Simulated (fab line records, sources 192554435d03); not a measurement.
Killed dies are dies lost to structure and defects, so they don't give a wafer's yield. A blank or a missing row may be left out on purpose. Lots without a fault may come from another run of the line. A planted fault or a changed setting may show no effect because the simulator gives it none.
Chamber matching | flow n5_finfet | N5_MOL_CONTACT_COAG_STRIP_72 on rie_diel-01: 4 sister chambers
The step strips in N2/H2. 14 wafers are shown with their chamber, then 7 later ones without.

WAFERS WITH THEIR CHAMBER
wafer  | chamber | drypump_motor_current_A (A) | showerhead_plenum_p_Torr (Torr) | throttle_valve_pct (%)
L079.1 | 2       | 5.2                         | 2.58                            | 23.94
L079.5 | 2       | 5.2                         | 2.58                            | 23.96
L079.6 | 1       | 6.5                         | 2.49                            | 23.43
L081.4 | 0       | 6.0                         | 2.49                            | 23.64
L081.5 | 2       | 5.2                         | 2.58                            | 23.98
L081.6 | 3       | 5.8                         | 2.52                            | 23.67
L089.2 | 1       | 6.5                         | 2.48                            | 23.15
L089.3 | 2       | 5.2                         | 2.57                            | 23.99
L089.5 | 1       | 6.5                         | 2.48                            | 23.16
L091.1 | 3       | 5.7                         | 2.51                            | 23.67
L091.2 | 1       | 6.5                         | 2.48                            | 23.13
L091.6 | 0       | 6.0                         | 2.49                            | 23.66
L092.3 | 3       | 5.8                         | 2.51                            | 23.75
L092.5 | 3       | 5.8                         | 2.51                            | 23.71

SIGNATURES (means of the wafers above)
reading                  | chamber 0 | chamber 1 | chamber 2 | chamber 3 | scatter within a chamber
drypump_motor_current_A  | 6.000     | 6.500     | 5.200     | 5.775     | 0.0274
showerhead_plenum_p_Torr | 2.4900    | 2.4825    | 2.5775    | 2.5125    | 0.00474
throttle_valve_pct       | 23.6500   | 23.2175   | 23.9675   | 23.7000   | 0.0817
Rule: a wafer's distance from a chamber is the root of the sum, over the readings, of the square of ((its reading less the chamber's mean) divided by the reading's scatter). The wafer belongs to the nearest chamber; if the next one is less than 2 further off, it can't be placed. The scatter: the root of (the sum of the squares of (reading less its chamber's mean) over the shown wafers, divided by (wafers less chambers)).

WAFERS WITHOUT THEIR CHAMBER
wafer  | drypump_motor_current_A (A) | showerhead_plenum_p_Torr (Torr) | throttle_valve_pct (%)
L092.6 | 5.2                         | 2.57                            | 24.02
L095.2 | 6.0                         | 2.48                            | 23.70
L095.5 | 5.8                         | 2.51                            | 23.70
L095.6 | 6.0                         | 2.48                            | 23.68
L096.1 | 5.8                         | 2.51                            | 23.69
L096.2 | 6.0                         | 2.48                            | 23.68
L096.4 | 5.2                         | 2.57                            | 24.00

WHICH CHAMBER EACH WENT THROUGH
wafer  | from the rows above | in truth
L092.6 | 2                   | 2
L095.2 | 0                   | 0
L095.5 | 3                   | 3
L095.6 | 0                   | 0
L096.1 | 3                   | 3
L096.2 | 0                   | 0
L096.4 | 2                   | 2
Placed correctly: 7 of 7. Can't be placed from these rows: 0. Placed wrongly: 0.
